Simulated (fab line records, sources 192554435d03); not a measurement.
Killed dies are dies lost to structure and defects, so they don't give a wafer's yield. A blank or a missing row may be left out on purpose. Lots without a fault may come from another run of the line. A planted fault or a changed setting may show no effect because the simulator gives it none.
Chamber matching | flow n5_finfet | N5_BEOL_M12_ETCH_67 on rie_diel-05: 4 sister chambers
The step etches SiARC in CF4, target depth 143 nm, time 238.3 s. 20 wafers are shown with their chamber, then 10 later ones without.

WAFERS WITH THEIR CHAMBER
wafer  | chamber | showerhead_plenum_p_Torr (Torr) | throttle_valve_pct (%) | drypump_motor_current_A (A)
L074.1 | 1       | 2.18                            | 15.64                  | 5.3
L074.2 | 0       | 2.03                            | 15.73                  | 6.0
L074.4 | 3       | 2.13                            | 16.03                  | 5.9
L077.4 | 2       | 2.13                            | 15.51                  | 5.3
L077.5 | 1       | 2.18                            | 15.64                  | 5.3
L077.6 | 0       | 2.03                            | 15.76                  | 6.0
L081.2 | 2       | 2.13                            | 15.52                  | 5.3
L081.5 | 1       | 2.18                            | 15.66                  | 5.3
L081.6 | 2       | 2.13                            | 15.53                  | 5.3
L083.1 | 2       | 2.13                            | 15.52                  | 5.3
L083.2 | 1       | 2.18                            | 15.66                  | 5.2
L083.4 | 0       | 2.03                            | 15.79                  | 5.9
L084.2 | 2       | 2.13                            | 15.54                  | 5.3
L084.3 | 3       | 2.13                            | 16.08                  | 5.8
L084.6 | 0       | 2.03                            | 15.78                  | 6.0
L086.2 | 2       | 2.12                            | 15.55                  | 5.3
L086.4 | 3       | 2.12                            | 16.06                  | 5.8
L086.6 | 1       | 2.17                            | 15.67                  | 5.3
L087.3 | 1       | 2.17                            | 15.68                  | 5.3
L087.5 | 1       | 2.17                            | 15.70                  | 5.3

SIGNATURES (means of the wafers above)
reading                  | chamber 0 | chamber 1 | chamber 2 | chamber 3 | scatter within a chamber
showerhead_plenum_p_Torr | 2.0300    | 2.1757    | 2.1283    | 2.1267    | 0.00448
throttle_valve_pct       | 15.7650   | 15.6643   | 15.5283   | 16.0567   | 0.0212
drypump_motor_current_A  | 5.975     | 5.286     | 5.300     | 5.833     | 0.0377
Rule: a wafer's distance from a chamber is the root of the sum, over the readings, of the square of ((its reading less the chamber's mean) divided by the reading's scatter). The wafer belongs to the nearest chamber; if the next one is less than 2 further off, it can't be placed. The scatter: the root of (the sum of the squares of (reading less its chamber's mean) over the shown wafers, divided by (wafers less chambers)).

WAFERS WITHOUT THEIR CHAMBER
wafer  | showerhead_plenum_p_Torr (Torr) | throttle_valve_pct (%) | drypump_motor_current_A (A)
L087.6 | 2.03                            | 15.78                  | 6.0
L088.1 | 2.12                            | 15.57                  | 5.3
L088.5 | 2.02                            | 15.80                  | 5.9
L088.6 | 2.17                            | 15.69                  | 5.3
L090.2 | 2.12                            | 16.11                  | 5.8
L090.4 | 2.12                            | 15.58                  | 5.3
L090.5 | 2.17                            | 15.70                  | 5.3
L093.1 | 2.17                            | 15.69                  | 5.3
L093.3 | 2.12                            | 15.59                  | 5.3
L093.4 | 2.12                            | 16.09                  | 5.8

WHICH CHAMBER EACH WENT THROUGH
wafer  | from the rows above | in truth
L087.6 | 0                   | 0
L088.1 | 2                   | 2
L088.5 | 0                   | 0
L088.6 | 1                   | 1
L090.2 | 3                   | 3
L090.4 | 2                   | 2
L090.5 | 1                   | 1
L093.1 | 1                   | 1
L093.3 | 2                   | 2
L093.4 | 3                   | 3
Placed correctly: 10 of 10. Can't be placed from these rows: 0. Placed wrongly: 0.
